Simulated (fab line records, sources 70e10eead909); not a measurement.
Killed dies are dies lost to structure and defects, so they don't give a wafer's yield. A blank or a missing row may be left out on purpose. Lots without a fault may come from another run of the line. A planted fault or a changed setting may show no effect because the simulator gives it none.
Which tool did it? | flow nand_harc | 24 lots, 72 wafers sampled, at 5 steps of a route of 1302

WHAT THE GAUGES READ, wafer by wafer
NHARC_A_CHANNEL_HOLE_D1_CD_MEAS_18. Usual: cd_nm 100.0 nm, standard deviation 2.2.
lot  | measured     | on        | cd_nm (nm)        | flag
L074 | day 8 15:45  | cd_sem-01 | 96.2 100.8 100.0  |
L075 | day 9 00:20  | cd_sem-02 | 95.5 100.6 100.0  |
L076 | day 9 00:29  | cd_sem-03 | 98.3 106.1 99.5   |
L077 | day 10 03:02 | cd_sem-03 | 102.5 97.3 101.8  |
L078 | day 10 03:46 | cd_sem-03 | 102.4 102.7 102.2 |
L079 | day 10 14:07 | cd_sem-03 | 94.0 102.2 98.4   |
L080 | day 10 21:41 | cd_sem-03 | 102.1 97.6 97.8   |
L081 | day 11 17:19 | cd_sem-02 | 97.2 100.9 98.3   |
L082 | day 11 18:01 | cd_sem-03 | 98.8 100.5 99.3   |
L084 | day 12 10:40 | cd_sem-02 | 101.9 97.8 98.0   |
L083 | day 12 12:13 | cd_sem-03 | 102.5 100.2 97.1  |
L085 | day 13 01:50 | cd_sem-01 | 100.2 100.4 95.7  |
L086 | day 13 09:52 | cd_sem-02 | 100.6 98.7 100.9  |
L087 | day 14 12:05 | cd_sem-01 | 99.9 102.2 100.2  |
L088 | day 14 13:09 | cd_sem-02 | 102.0 102.1 102.6 |
L089 | day 14 14:57 | cd_sem-01 | 98.8 99.6 103.1   |
L090 | day 15 03:36 | cd_sem-01 | 103.0 103.8 105.7 |
L091 | day 15 16:02 | cd_sem-02 | 100.4 100.3 99.4  |
L092 | day 16 03:35 | cd_sem-02 | 98.6 99.1 99.8    |
L093 | day 16 05:56 | cd_sem-03 | 101.7 103.0 99.7  |
L094 | day 16 11:42 | cd_sem-02 | 96.2 96.7 96.6    |
L095 | day 17 08:40 | cd_sem-02 | 100.9 100.6 99.2  |
L096 | day 17 12:24 | cd_sem-02 | 101.1 101.9 104.3 |
L097 | day 18 00:48 | cd_sem-03 | 98.5 99.0 98.2    |

WHICH TOOL RAN EACH LOT (tool, then ch and the chambers of the sampled wafers, then the start)
lot  | NHARC_P_M1_ETCH_35                 | NHARC_P_BONDPAD_ETCH_24                       | NHARC_P_BONDPAD_CMP_19        | NHARC_A_CHANNEL_HOLE_D1_DEP_01
L074 | rie_diel-07 ch 0,1,2, day 6 08:24  | rie_diel-04 ch 0,1,3, day 6 19:11 or earlier  | cmp-04 ch 1,2,3, day 6 19:11  | pecvd-01 ch 0,1,2, day 8 13:52
L075 | rie_diel-12 ch 0,1,2, day 6 19:21  | rie_diel-05 ch 0,2,3, day 7 06:14 or earlier  | cmp-03 ch 0,2,3, day 7 06:14  | pecvd-01 ch 0,1,2, day 8 22:20
L076 | rie_diel-12 ch 2,3, day 6 21:58    | rie_diel-01 ch 1,2,3, day 7 08:42 or earlier  | cmp-02 ch 0,1,3, day 7 08:42  | pecvd-04 ch 1,2, day 8 22:24
L077 | rie_diel-03 ch 2,3, day 7 20:15    | rie_diel-01 ch 1,2,3, day 8 07:59 or earlier  | cmp-04 ch 0,2,3, day 8 07:59  | pecvd-03 ch 0,2, day 10 01:11
L078 | rie_diel-12 ch 0,3, day 7 21:31    | rie_diel-01 ch 0,3, day 8 08:43 or earlier    | cmp-02 ch 0,1,2, day 8 08:43  | pecvd-04 ch 0,1, day 10 01:49
L079 | rie_diel-03 ch 0,2,3, day 8 08:53  | rie_diel-01 ch 0,1, day 8 19:26 or earlier    | cmp-04 ch 1,2,3, day 8 19:26  | pecvd-03 ch 0,2, day 10 12:11
L080 | rie_diel-03 ch 2,3, day 8 14:12    | rie_diel-01 ch 0,3, day 8 23:32               | cmp-02 ch 1,2, day 9 01:02    | pecvd-03 ch 0,2, day 10 19:40
L081 | rie_diel-03 ch 2,3, day 9 06:19    | rie_diel-04 ch 0,2,3, day 9 16:55 or earlier  | cmp-03 ch 2,3, day 9 16:55    | pecvd-03 ch 0,1,2, day 11 15:18
L082 | rie_diel-03 ch 1,3, day 9 13:10    | rie_diel-05 ch 0,1,3, day 10 00:01 or earlier | cmp-02 ch 1,3, day 10 00:01   | pecvd-01 ch 1,2, day 11 15:44
L084 | rie_diel-12 ch 0,1,3, day 10 06:04 | rie_diel-01 ch 0,1,2, day 10 16:44 or earlier | cmp-04 ch 0,1,3, day 10 16:44 | pecvd-01 ch 1,2, day 12 08:22
L083 | rie_diel-03 ch 0,2,3, day 10 06:54 | rie_diel-01 ch 0,1,2, day 10 17:41 or earlier | cmp-03 ch 0,1,2, day 10 17:41 | pecvd-03 ch 0,2, day 12 10:10
L085 | rie_diel-12 ch 0,2,3, day 10 18:07 | rie_diel-05 ch 0,1,2, day 11 04:49 or earlier | cmp-04 ch 0,1, day 11 04:49   | pecvd-03 ch 0,1,2, day 12 23:57
L086 | rie_diel-07 ch 0,3, day 11 04:08   | rie_diel-01 ch 0,1, day 11 15:13 or earlier   | cmp-03 ch 0,1, day 11 15:13   | pecvd-04 ch 0,1,2, day 13 07:56
L087 | rie_diel-07 ch 0,1,2, day 12 08:24 | rie_diel-05 ch 0,1, day 12 18:56 or earlier   | cmp-04 ch 2,3, day 12 18:56   | pecvd-04 ch 1,2, day 14 10:04
L088 | rie_diel-03 ch 0,2,3, day 12 08:46 | rie_diel-05 ch 0,2, day 12 19:36 or earlier   | cmp-02 ch 0,3, day 12 19:36   | pecvd-04 ch 1,2, day 14 11:09
L089 | rie_diel-03 ch 1,2,3, day 12 10:27 | rie_diel-05 ch 0,2,3, day 12 21:12 or earlier | cmp-03 ch 0,1,2, day 12 21:12 | pecvd-03 ch 0,1, day 14 13:04
L090 | rie_diel-12 ch 0,2,3, day 12 21:03 | rie_diel-05 ch 0,1, day 13 07:50 or earlier   | cmp-04 ch 0,1,2, day 13 07:50 | pecvd-01 ch 1,2, day 15 01:32
L091 | rie_diel-12 ch 1,2,3, day 13 09:26 | rie_diel-04 ch 0,1,2, day 13 20:08 or earlier | cmp-02 ch 1,2, day 13 20:08   | pecvd-03 ch 0,1, day 15 14:01
L092 | rie_diel-03 ch 1,2,3, day 13 14:29 | rie_diel-01 ch 0,1, day 14 01:07 or earlier   | cmp-04 ch 1,3, day 14 01:07   | pecvd-04 ch 0,1, day 16 01:41
L093 | rie_diel-03 ch 2,3, day 14 01:14   | rie_diel-01 ch 0,2,3, day 14 11:58 or earlier | cmp-04 ch 1,2,3, day 14 11:58 | pecvd-03 ch 1,2, day 16 03:57
L094 | rie_diel-12 ch 0,1,2, day 14 06:16 | rie_diel-01 ch 0,2,3, day 14 17:07 or earlier | cmp-02 ch 1,2,3, day 14 17:07 | pecvd-04 ch 0,1, day 16 09:45
L095 | rie_diel-03 ch 0,1, day 15 00:49   | rie_diel-04 ch 1,3, day 15 11:37 or earlier   | cmp-03 ch 0,1,2, day 15 11:37 | pecvd-03 ch 0,2, day 17 06:39
L096 | rie_diel-12 ch 0,2, day 15 08:35   | rie_diel-01 ch 1,2,3, day 15 19:30 or earlier | cmp-02 ch 1,2,3, day 15 19:30 | pecvd-04 ch 0,1,2, day 17 10:24
L097 | rie_diel-03 ch 0,1,3, day 15 17:45 | rie_diel-01 ch 1,2,3, day 16 04:29 or earlier | cmp-04 ch 0,1,2, day 16 04:29 | pecvd-03 ch 1,2, day 17 22:55
- NHARC_P_M1_ETCH_35: etches the open film in N2/H2, target depth 40 nm, overetch 12 nm, time 43.94 s.
- NHARC_P_BONDPAD_ETCH_24: etches the open film in CF4/N2, target depth 30 nm, time 72.99 s.
- NHARC_P_BONDPAD_CMP_19: polishes, t overpolish 30 s, cu recess touch 16 s, target thk 160.81 nm.
- NHARC_A_CHANNEL_HOLE_D1_DEP_01: deposits SiON, target thk 140 nm.

WHAT THE TOOLS THEMSELVES READ (means of the sampled wafers that have a number; where no wafer has one, the mark that the record gives instead)
NHARC_P_M1_ETCH_35. Usual: drypump_motor_current_A 5.7 A, standard deviation 0.38; oes_product_au 0.995 a.u., standard deviation 0.0094; rf_vpp_V 429.5 V, standard deviation 2.6; showerhead_plenum_p_Torr 2.00 Torr, standard deviation 0.091; throttle_valve_pct 14.173 %, standard deviation 0.0087.
lot  | tool        | drypump_motor_current_A (A) | oes_product_au (a.u.) | rf_vpp_V (V) | showerhead_plenum_p_Torr (Torr) | throttle_valve_pct (%) | flag
L074 | rie_diel-07 | 5.7                         | 0.988                 | 430.1        | 2.01                            | 14.180                 |
L075 | rie_diel-12 | 5.8                         | 1.002                 | 428.0        | 1.94                            | 14.167                 |
L076 | rie_diel-12 | 5.6                         | 0.990                 | 430.3        | 1.99                            | 14.172                 |
L077 | rie_diel-03 | 6.1                         | 0.989                 | 430.8        | 2.06                            | 14.171                 |
L078 | rie_diel-12 | 6.0                         | 1.002                 | 429.9        | 2.00                            | 14.178                 |
L079 | rie_diel-03 | 5.8                         | 0.995                 | 429.7        | 1.99                            | 14.169                 |
L080 | rie_diel-03 | 6.1                         | 0.990                 | 431.1        | 2.05                            | 14.171                 |
L081 | rie_diel-03 | 6.2                         | 0.989                 | 431.4        | 2.05                            | 14.174                 |
L082 | rie_diel-03 | 5.8                         | 0.990                 | 433.6        | 2.15                            | 14.173                 |
L084 | rie_diel-12 | 5.8                         | 1.005                 | 428.2        | 1.97                            | 14.170                 |
L083 | rie_diel-03 | 5.8                         | 0.989                 | 429.5        | 1.99                            | 14.169                 |
L085 | rie_diel-12 | 5.8                         | 0.996                 | 429.2        | 1.98                            | 14.174                 |
L086 | rie_diel-07 | 5.7                         | 1.013                 | 429.3        | 2.02                            | 14.161                 |
L087 | rie_diel-07 | 5.7                         | 0.992                 | 429.6        | 2.00                            | 14.178                 |
L088 | rie_diel-03 | 5.8                         | 0.988                 | 429.0        | 1.99                            | 14.171                 |
L089 | rie_diel-03 | 5.8                         | 0.986                 | 432.1        | 2.08                            | 14.187                 |
L090 | rie_diel-12 | 5.8                         | 0.997                 | 428.7        | 1.98                            | 14.166                 |
L091 | rie_diel-12 | 5.5                         | 0.989                 | 428.1        | 1.95                            | 14.159                 |
L092 | rie_diel-03 | 5.8                         | 0.994                 | 431.0        | 2.08                            | 14.171                 |
L093 | rie_diel-03 | 5.8                         | 0.987                 | 430.5        | 2.01                            | 14.177                 |
L094 | rie_diel-12 | 5.8                         | 0.992                 | 427.4        | 1.94                            | 14.173                 |
L095 | rie_diel-03 | 5.4                         | 0.997                 | 428.7        | 1.99                            | 14.169                 |
L096 | rie_diel-12 | 5.8                         | 0.994                 | 427.2        | 1.94                            | 14.172                 |
L097 | rie_diel-03 | 5.8                         | 0.991                 | 431.1        | 2.05                            | 14.174                 |

NHARC_P_BONDPAD_ETCH_24. Usual: drypump_motor_current_A 5.8 A, standard deviation 0.5; oes_product_au 0.995 a.u., standard deviation 0.011; rf_vpp_V 314.8 V, standard deviation 1.6; showerhead_plenum_p_Torr 2.67 Torr, standard deviation 0.078; throttle_valve_pct 19.794 %, standard deviation 0.0091.
lot  | tool        | drypump_motor_current_A (A) | oes_product_au (a.u.) | rf_vpp_V (V) | showerhead_plenum_p_Torr (Torr) | throttle_valve_pct (%) | flag
L074 | rie_diel-04 | 6.0                         | 1.003                 | 315.8        | 2.76                            | 19.787                 |
L075 | rie_diel-05 | 5.7                         | 0.990                 | 315.5        | 2.74                            | 19.797                 |
L076 | rie_diel-01 | 5.6                         | 0.999                 | 313.4        | 2.60                            | 19.791                 |
L077 | rie_diel-01 | 5.6                         | 1.004                 | 313.1        | 2.60                            | 19.796                 |
L078 | rie_diel-01 | 6.2                         | 1.006                 | 314.1        | 2.67                            | 19.791                 |
L079 | rie_diel-01 | 6.2                         | 0.992                 | 312.1        | 2.58                            | 19.786                 |
L080 | rie_diel-01 | 6.0                         | 0.994                 | 314.4        | 2.66                            | 19.792                 |
L081 | rie_diel-04 | 5.9                         | 1.011                 | 316.8        | 2.77                            | 19.794                 |
L082 | rie_diel-05 | 5.9                         | 0.991                 | 315.3        | 2.71                            | 19.796                 |
L084 | rie_diel-01 | 5.8                         | 0.992                 | 314.2        | 2.60                            | 19.788                 |
L083 | rie_diel-01 | 5.8                         | 0.987                 | 313.9        | 2.60                            | 19.790                 |
L085 | rie_diel-05 | 5.6                         | 0.982                 | 315.1        | 2.71                            | 19.794                 |
L086 | rie_diel-01 | 6.3                         | 0.986                 | 314.0        | 2.63                            | 19.791                 |
L087 | rie_diel-05 | 6.0                         | 0.987                 | 315.5        | 2.71                            | 19.788                 |
L088 | rie_diel-05 | 5.4                         | 0.987                 | 316.3        | 2.74                            | 19.791                 |
L089 | rie_diel-05 | 5.7                         | 0.988                 | 315.6        | 2.74                            | 19.791                 |
L090 | rie_diel-05 | 5.8                         | 0.996                 | 314.7        | 2.69                            | 19.790                 |
L091 | rie_diel-04 | 5.6                         | 1.013                 | 316.1        | 2.78                            | 19.793                 |
L092 | rie_diel-01 | 6.3                         | 1.000                 | 313.3        | 2.58                            | 19.801                 |
L093 | rie_diel-01 | 5.7                         | 0.992                 | 314.3        | 2.64                            | 19.798                 |
L094 | rie_diel-01 | 5.7                         | 0.993                 | 314.9        | 2.64                            | 19.792                 |
L095 | rie_diel-04 | 5.6                         | 0.996                 | 316.9        | 2.76                            | 19.796                 |
L096 | rie_diel-01 | 5.6                         | 1.012                 | 314.1        | 2.59                            | 19.797                 |
L097 | rie_diel-01 | 5.6                         | 0.992                 | 313.8        | 2.59                            | 19.796                 |

NHARC_P_BONDPAD_CMP_19. Usual: motor_current_A 11.8 A, standard deviation 1.2; overpolish_run_s 30.000 s, standard deviation 0.0087.
lot  | tool   | motor_current_A (A) | overpolish_run_s (s) | flag
L074 | cmp-04 | 11.2                | 29.994               |
L075 | cmp-03 | 11.9                | 29.986               |
L076 | cmp-02 | 12.6                | 30.006               |
L077 | cmp-04 | 11.3                | 29.997               |
L078 | cmp-02 | 12.0                | 29.999               |
L079 | cmp-04 | 11.4                | 29.999               |
L080 | cmp-02 | 11.4                | 29.988               |
L081 | cmp-03 | 11.5                | 30.002               |
L082 | cmp-02 | 12.0                | 30.005               |
L084 | cmp-04 | 12.1                | 30.007               |
L083 | cmp-03 | 11.7                | 29.994               |
L085 | cmp-04 | 11.4                | 30.001               |
L086 | cmp-03 | 11.3                | 29.994               |
L087 | cmp-04 | 12.0                | 29.998               |
L088 | cmp-02 | 12.4                | 29.995               |
L089 | cmp-03 | 11.7                | 30.008               |
L090 | cmp-04 | 10.7                | 30.003               |
L091 | cmp-02 | 11.4                | 29.995               |
L092 | cmp-04 | 11.9                | 30.001               |
L093 | cmp-04 | 11.5                | 30.000               |
L094 | cmp-02 | 11.5                | 30.007               |
L095 | cmp-03 | 11.4                | 29.997               |
L096 | cmp-02 | 11.7                | 29.997               |
L097 | cmp-04 | 11.0                | 29.999               |

NHARC_A_CHANNEL_HOLE_D1_DEP_01. Usual: heater_power_w 806 W, standard deviation 110; susceptor_temp_C 400.01 C, standard deviation 0.23.
lot  | tool     | heater_power_w (W) | susceptor_temp_C (C) | flag
L074 | pecvd-01 | 820                | 399.95               |
L075 | pecvd-01 | 784                | 400.11               |
L076 | pecvd-04 | 864                | 399.95               |
L077 | pecvd-03 | 732                | 399.93               |
L078 | pecvd-04 | 805                | 400.05               |
L079 | pecvd-03 | 721                | 399.97               |
L080 | pecvd-03 | 666                | 399.72               |
L081 | pecvd-03 | 811                | 400.08               |
L082 | pecvd-01 | 865                | 400.08               |
L084 | pecvd-01 | 778                | 399.90               |
L083 | pecvd-03 | 680                | 399.91               |
L085 | pecvd-03 | 783                | 400.31               |
L086 | pecvd-04 | 852                | 399.98               |
L087 | pecvd-04 | 988                | 400.17               |
L088 | pecvd-04 | 772                | 400.10               |
L089 | pecvd-03 | 841                | 400.06               |
L090 | pecvd-01 | 836                | 400.04               |
L091 | pecvd-03 | 815                | 400.20               |
L092 | pecvd-04 | 722                | 399.93               |
L093 | pecvd-03 | 836                | 400.08               |
L094 | pecvd-04 | 735                | 399.92               |
L095 | pecvd-03 | 673                | 400.03               |
L096 | pecvd-04 | 879                | 399.97               |
L097 | pecvd-03 | 763                | 400.24               |

THE ANSWER, worked out from the rows above alone
Rule: a lot is off if the mean of its wafers that have a number lies more than 3 standard deviations from the usual mean. A lot without any number at a reading at which 4 lots or more have one is off too. The other lots that the step has rows for count as sound. The gauges are gone through in route order, then the tools' own readings, and for those a lot's mean is taken as printed above. The first step at which some lot is off is used, and at that step the reading that is off furthest; a lot without a number counts as furthest.
No lot is off at any reading shown: from this, nothing can be told.

WHAT THE SIMULATOR HAD PUT IN
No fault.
